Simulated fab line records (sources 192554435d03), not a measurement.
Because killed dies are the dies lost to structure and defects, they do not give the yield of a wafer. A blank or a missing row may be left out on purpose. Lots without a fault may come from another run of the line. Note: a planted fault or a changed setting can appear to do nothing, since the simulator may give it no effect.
Split-lot trial    flow n5 finfet    39 wafers read across 7 lots, on a route 1938 steps long

ABOUT THE SPLIT
At N5_BEOL_M2_ILD_DEP_00 (deposits SiOC from DEMS/O2, target thk 79 nm, time 15.3 s), the setting time s was moved away from the recipe's 15.3 s on 18 of the 39 wafers read, by -50.8% to +46.3%. For the rest of the wafers, this setting stayed at what the recipe calls for.

Between the split and the reading, the file records no step.

THE READING
M2_ILD_THK in nanometres, read at N5_BEOL_M2_THK_MEAS_01. Typical for fault-free wafers on this fab line: 79.0 nm, with standard deviation 0.97 nm.

wafer   tool, chamber at the split  time s as run, s  against the recipe  M2_ILD_THK, nm  against lot-mates on the recipe
L076.1  pecvd-02, 1                 15.3              recipe              79.9            -
L076.2  pecvd-02, 2                 15.3              recipe              78.1            -
L076.3  pecvd-02, 0                 10.02             -34.5%              51.2            -28.0
L076.4  pecvd-02, 2                 15.3              recipe              79.5            -
L076.5  pecvd-02, 0                 10.02             -34.5%              52.5            -26.7
L076.6  pecvd-02, 1                 10.02             -34.5%              53.9            -25.3
L081.1  pecvd-04, 1                 15.3              recipe              78.8            -
L081.2  pecvd-04, 0                 9.056             -40.8%              48.4            -31.6
L081.3  pecvd-04, 2                 9.056             -40.8%              46.6            -33.4
L081.4  pecvd-04, 0                 15.3              recipe              80.3            -
L081.5  pecvd-04, 2                 9.056             -40.8%              47.6            -32.4
L081.6  pecvd-04, 1                 15.3              recipe              80.8            -
L082.1  pecvd-01, 0                 10.47             -31.6%              53.9            -24.2
L082.2  pecvd-01, 2                 15.3              recipe              77.8            -
L082.3  pecvd-01, 1                 15.3              recipe              78.1            -
L082.4  pecvd-01, 1                 15.3              recipe              78.3            -
L082.5  pecvd-01, 2                 10.47             -31.6%              54.8            -23.3
L082.6  pecvd-01, 0                 10.47             -31.6%              54.2            -23.9
L087.1  pecvd-04, 2                 15.3              recipe              77.3            -
L087.2  pecvd-04, 0                 22.39             +46.3%              114.8           +35.9
L087.3  pecvd-04, 1                 22.39             +46.3%              115.1           +36.2
L087.4  pecvd-04, 0                 15.3              recipe              79.5            -
L087.5  pecvd-04, 1                 22.39             +46.3%              115.6           +36.7
L087.6  pecvd-04, 2                 15.3              recipe              80.0            -
L089.1  pecvd-01, 0                 15.3              recipe              79.9            -
L089.2  pecvd-01, 2                 15.3              recipe              78.2            -
L089.3  pecvd-01, 1                 20.77             +35.8%              106.1           +26.6
L089.4  pecvd-01, 0                 20.77             +35.8%              108.0           +28.5
L089.5  pecvd-01, 2                 20.77             +35.8%              107.6           +28.1
L089.6  pecvd-01, 1                 15.3              recipe              80.3            -
L093.1  pecvd-02, 0                 15.3              recipe              77.9            -
L093.2  pecvd-02, 1                 7.524             -50.8%              39.4            -39.0
L093.3  pecvd-02, 2                 15.3              recipe              78.4            -
L093.4  pecvd-02, 2                 15.3              recipe              79.0            -
L093.5  pecvd-02, 0                 7.524             -50.8%              38.7            -39.7
L093.6  pecvd-02, 1                 7.524             -50.8%              39.5            -38.9
L092.1  pecvd-04, 2                 15.3              recipe              77.6            -
L092.2  pecvd-04, 1                 15.3              recipe              78.8            -
L092.4  pecvd-04, 1                 15.3              recipe              79.4            -

THE FIT
A straight line over all 39 wafers: M2_ILD_THK changes by +0.78 nm for each +1% of time s; r = +1.00; the points scatter about the line by 0.91 nm.
The same after taking each lot's own level away (the mean of its wafers on the recipe; 39 wafers): +0.777 nm for each +1%; r = +1.00; scatter 0.82 nm.
The reading moves by 39 nm for the largest change in time s, on that fit.
The span of the lots' own levels, 78.07 to 79.97 nm, comes to 2.0 times the standard deviation stated above.
The two slopes are in agreement: the lot-to-lot level therefore moves the slope only a little.
Check: for one of the wafers moved furthest among these (-50.8%), held out of the fit, the line's prediction against its lot-mates is -39.5 nm. Against them it came out at -39 nm.

THE WHOLE CHAIN: every reading that the file lists as answering this split, in the file's order
step                    what it does                                               reading                                                                             change (the file's fit)                r (the file's)
N5_BEOL_M2_ILD_DEP_00   deposits SiOC from DEMS/O2, target thk 79 nm, time 15.3 s  SiOC_of_BEOL_M2_ILD_DEP_00.thk nm (the simulator's own value, which no gauge read)  +0.776 nm for each +1% of the setting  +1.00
N5_BEOL_M2_THK_MEAS_01                                                             M2_ILD_THK                                                                          +0.776 for each +1% of the setting     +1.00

THE FILE'S OWN FIT
M2_ILD_THK changes by +0.776 nm for each +1% of time s, r = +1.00.
